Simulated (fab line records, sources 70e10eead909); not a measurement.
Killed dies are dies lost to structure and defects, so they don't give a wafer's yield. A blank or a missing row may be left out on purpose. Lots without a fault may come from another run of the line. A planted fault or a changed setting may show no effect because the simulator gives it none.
Problem report in the 8D (eight disciplines) form, filled by code | flow nand_harc | the parts of the form that need people (team, actions taken, sign-off) are left out

1. THE PROBLEM
raw_defect_count at NHARC_P_STI_INSPECT_25 reads a mean of 732 on 1 wafer of 1 lot; wafers without a fault read 222 with a standard deviation of 75. That is +6.8 standard deviations from the usual mean.
First seen on wafer L444.6, day 8 13:29, on defect_inspect-01. The record holds 15 wafers of 5 lots with a number at this step. Rule for "out", or "out of limits": more than 4 standard deviations from the usual mean. The other wafers with a number count as sound.

2. WHAT IT IS AND WHAT IT IS NOT
question                    | is                | is not
which readings at this step | raw_defect_count  | -
which lots                  | L444              | L424, L428, L445, L447
which wafers of those lots  | L444.6            | L444.2, L444.5
read on which gauges        | defect_inspect-01 | defect_inspect-02
when                        | from day 8 13:29  | up to then (8 sound wafers); but 6 sound wafers of L445, L447 came after

3. SUSPECTS, AND WHAT RULES EACH OUT
Counting: a tool at a process step up to the reading stays a suspect if it ran every lot that is out. Sound lots after the first of them don't rule it out here, since some wafers of a struck lot are sound.
- the gauge at NHARC_P_STI_INSPECT_25: ruled out. All the wafers that are out were read on defect_inspect-01, but those of them that NHARC_P_GATE_INSPECT_28 has rows for are out there too, on other tools.
- cmp-04 at NHARC_P_STI_CMP_21 (polishes, t overpolish 20 s, target thk 380.67 nm): kept. It ran the lot that is out, L444 (day 8 04:59); its last sound lot up to then is L424 (day 3 10:04).
- wet_bench-02 at NHARC_P_STI_ETCH_37 (etches SiO2 in dHF, target depth 11 nm): kept. It ran the lot that is out, L444 (day 8 05:22); its last sound lot up to then is L424 (day 3 10:27).
Left after counting: cmp-04 at NHARC_P_STI_CMP_21, wet_bench-02 at NHARC_P_STI_ETCH_37.

4. THE CAUSE (what the simulator had put in)
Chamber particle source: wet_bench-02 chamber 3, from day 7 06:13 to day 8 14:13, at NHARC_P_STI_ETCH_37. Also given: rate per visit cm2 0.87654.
Counting left 2 suspects, and this tool is among them.

5. THE CHAIN OF EFFECTS, in route order
Each row: a reading whose mean over the struck wafers that have a number lies more than 3 standard deviations from the usual. Only readings for which the record gives a usual standard deviation are gone through. hours: the time from each lot's start at the first step in this table that gives one to its start at this step, as a median over the lots. sigmas: the change in usual standard deviations.
hours | step                    | reading             | usual | on struck wafers | change | sigmas
0     | NHARC_P_STI_INSPECT_25  | raw_defect_count    | 222   | 732              | +510   | +6.8
22    | NHARC_P_GATE_INSPECT_28 | raw_defect_count    | 6.0   | 562.0            | +556.0 | +99 or more
41    | NHARC_P_GATE_INSPECT_68 | raw_defect_count    | 212   | 754              | +542   | +7.6
373   | NHARC_END_SORT_01       | killed_at_periphery | 3.3   | 88.0             | +84.7  | +37
373   | NHARC_END_SORT_01       | killed_dies         | 31    | 110              | +79    | +9.0
Later measuring or inspecting steps at which every struck wafer that the step has a row for has a number for every such reading, and none has moved that far: NHARC_P_GATE_CD_MEAS_11.

6. WHAT WOULD HAVE CAUGHT IT SOONER
In this record the first reading out of limits at a measuring or inspecting step was taken at day 8 13:29, 31 hours after the fault began at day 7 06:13.
All the lots that are out (1) had begun NHARC_P_STI_ETCH_37 on wet_bench-02 by day 8 13:29. A hold on the tool at that time would have spared none of them.
